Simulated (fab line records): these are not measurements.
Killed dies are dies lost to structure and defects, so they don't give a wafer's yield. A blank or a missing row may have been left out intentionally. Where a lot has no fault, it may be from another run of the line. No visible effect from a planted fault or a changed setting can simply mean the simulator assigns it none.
Which tool was responsible?	flow nand harc	12 lots, 36 wafers sampled, at 1 step of a route of 1302

## WHAT THE GAUGES SHOWED, per wafer
NHARC_P_GATE_CD_MEAS_26 targets a cd of 120 nm.
lot	measured	on	cd nm (nm)
L075	day 5 13:06	cd sem-01	119.9 120.3 121.0
L077	day 6 05:43	cd sem-01	120.7 120.2 120.8
L079	day 7 01:31	cd sem-02	120.1 120.5 120.2
L081	day 8 02:05	cd sem-03	119.7 120.4 119.4
L083	day 9 00:53	cd sem-02	120.0 119.8 118.7
L085	day 10 03:07	cd sem-02	120.3 120.5 120.6
L089	day 11 02:00	cd sem-02	121.6 121.4 121.4
L088	day 11 02:58	cd sem-02	119.2 119.8 119.3
L091	day 12 06:02	cd sem-03	121.2 121.5 121.3
L093	day 13 01:28	cd sem-02	120.7 120.8 120.9
L095	day 14 01:47	cd sem-02	121.8 120.8 121.4
L097	day 14 13:51	cd sem-03	121.2 121.1 120.4

## WHICH TOOL RAN EACH LOT (tool, then ch and the chambers of the sampled wafers, then the start)
Before these readings, the record contains no process step.

## THE ANSWER, worked out from the rows above alone
Rule: what is usual is taken from the lots themselves. The widest of any qualifying gaps counts: lots, ordered by their means at a reading, are off when they make up no more than a third of the lots, leave a main group of 4 or more, and stand apart from it by 3 or more times the standard deviation of that group's means. The tables above print the reading to a certain number of digits; a main group whose means all agree to those digits is not used. Also off: a lot with no number at a reading for which 4 or more lots have one. The other lots that the step has rows for count as sound.
Across all readings shown, no lot is off: no conclusion can be drawn from this.

## WHAT HAD BEEN PUT IN BY THE SIMULATOR
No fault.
